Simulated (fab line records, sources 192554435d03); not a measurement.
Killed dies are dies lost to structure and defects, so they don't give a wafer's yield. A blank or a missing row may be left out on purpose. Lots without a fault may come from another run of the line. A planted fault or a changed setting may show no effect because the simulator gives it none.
Which tool did it? | flow n5_finfet | 12 lots, 36 wafers sampled, at 1 step of a route of 1938

WHAT THE GAUGES READ, wafer by wafer
N5_SD_EPI_N_EPI_MEAS_23.
lot  | measured    | on            | thk_nm (nm)
L076 | day 3 18:14 | film_metro-01 | 59.8 60.7 58.9
L077 | day 4 03:46 | film_metro-01 | 60.8 59.9 61.1
L079 | day 4 10:43 | film_metro-02 | 60.3 58.5 58.6
L081 | day 4 21:19 | film_metro-02 | 59.9 58.3 58.0
L083 | day 5 11:52 | film_metro-02 | 58.7 59.5 59.5
L085 | day 6 01:47 | film_metro-02 | 58.2 61.4 59.4
L087 | day 6 16:55 | film_metro-01 | 59.4 59.2 57.0
L089 | day 7 02:55 | film_metro-02 | 57.1 59.2 60.0
L091 | day 7 13:04 | film_metro-02 | 58.2 59.3 59.8
L093 | day 7 21:52 | film_metro-01 | 59.6 59.7 57.4
L095 | day 8 10:50 | film_metro-02 | 61.8 58.1 60.8
L097 | day 9 02:01 | film_metro-01 | 58.1 59.4 59.3

WHICH TOOL RAN EACH LOT (tool, then ch and the chambers of the sampled wafers, then the start)
The record holds no process step before these readings.

THE ANSWER, worked out from the rows above alone
Rule: what is usual is taken from the lots themselves. Put in order of their means at a reading, lots are off if they are a third of the lots or fewer, leave a main group of 4 or more, and stand apart from it by a gap of 3 or more times the standard deviation of the main group's means; of several such gaps the widest counts. A main group whose means are all the same, to the digits that the tables above print for the reading, isn't used. A lot without any number at a reading at which 4 lots or more have one is off too. The other lots that the step has rows for count as sound.
No lot is off at any reading shown: from this, nothing can be told.

WHAT THE SIMULATOR HAD PUT IN
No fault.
